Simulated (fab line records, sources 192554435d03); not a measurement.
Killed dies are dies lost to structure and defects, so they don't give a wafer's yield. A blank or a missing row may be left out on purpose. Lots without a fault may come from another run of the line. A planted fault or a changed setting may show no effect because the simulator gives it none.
One fault seen from 3 desks | flow n5_finfet | each desk has only its own numbers; what lay behind them comes last

THE DEFECT DESK
What the inspections along the route counted, lot by lot: means of the sampled wafers that have a number. A lot is out of limits, marked OUT, if its mean lies more than 4 standard deviations from the usual mean; the brackets give that distance.
Columns: A = raw_defect_count at N5_BEOL_M14_INSPECT_12, usual 1.9; B = raw_defect_count at N5_BEOL_M14_INSPECT_30, usual 1.9
lot  | first seen here | A   | B
L515 | day 12 05:16    | 1.3 | 2.0
L514 | day 12 23:01    | 1.5 | 1.0
L518 | day 13 17:08    | 1.0 | 1.3
L520 | day 14 11:23    | 3.3 | 2.7
L525 | day 15 13:41    | 3.0 | 2.0
L522 | day 15 14:22    | 2.3 | 1.0
L530 | day 16 18:03    | 1.3 | 1.3
L531 | day 17 08:44    | 1.3 | 3.7
L532 | day 17 10:19    | 2.3 | 1.7
L536 | day 18 13:44    | 2.3 | 2.0
This desk's finding: nothing out of limits on any of the 10 lots.

THE TOOL OWNER'S DESK: litho_track-04
The tool's own readings at N5_BEOL_M14_PEB_26 (peb time 90 s): means of the sampled wafers that have a number, for each lot that ran on this tool. A lot is out of limits, marked OUT, if its mean lies more than 4 standard deviations from the usual mean; the brackets give that distance.
Columns: A = heater_power_total_W at N5_BEOL_M14_PEB_26, usual 172.5 W; B = plate_temp_C at N5_BEOL_M14_PEB_26, usual 130.00 C
lot  | first seen here | A                | B
L514 | day 12 23:49    | 172.7            | 129.99
L518 | day 13 17:59    | 172.9            | 130.06
L520 | day 14 12:26    | 172.5            | 129.87
L525 | day 15 14:22    | 178.8 (+8.7) OUT | 133.72 (+27) OUT
L522 | day 15 15:13    | 179.0 (+9.1) OUT | 133.64 (+26) OUT
L536 | day 18 14:32    | 172.9            | 130.06
This desk's finding: out of limits on L522, L525; first on L525, day 15 14:22 (heater_power_total_W at N5_BEOL_M14_PEB_26). In limits: L514, L518, L520, L536.

THE METROLOGY DESK
What the gauges read, lot by lot, whatever tool the lot ran on: means of the sampled wafers that have a number. A lot is out of limits, marked OUT, if its mean lies more than 4 standard deviations from the usual mean; the brackets give that distance.
Columns: A = cd_nm at N5_BEOL_M14_CD_MEAS_28, usual 284.2 nm
lot  | first seen here | A
L515 | day 12 06:04    | 285.7
L514 | day 12 23:56    | 284.0
L518 | day 13 18:06    | 286.1
L520 | day 14 12:33    | 283.1
L525 | day 15 14:29    | 298.4 (+5.9) OUT
L522 | day 15 15:20    | 298.6 (+6.0) OUT
L530 | day 16 19:16    | 285.3
L531 | day 17 09:40    | 285.6
L532 | day 17 11:08    | 285.7
L536 | day 18 14:40    | 280.6
This desk's finding: out of limits on L522, L525; first on L525, day 15 14:29 (cd_nm at N5_BEOL_M14_CD_MEAS_28). In limits: L515, L514, L518, L520, L530, L531, L532, L536.

PUT TOGETHER
The tool owner's desk could have raised an alarm at day 15 14:22, on L522, L525.
The metrology desk could have raised an alarm at day 15 14:29, on L522, L525.
The defect desk saw nothing out of limits.
The defect desk has L522, L525 on record, within its limits.
Of the lots named, all ran N5_BEOL_M14_PEB_26 on litho_track-04.

WHAT THE SIMULATOR HAD PUT IN
Process parameter drift: litho_track-04, from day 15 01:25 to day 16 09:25, at N5_BEOL_M14_PEB_26. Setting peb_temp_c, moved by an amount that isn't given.
Lots struck among those shown: L522, L525.
Hours from the fault's start to each desk's first reading out of limits: the tool owner's desk, 13; the metrology desk, 13.
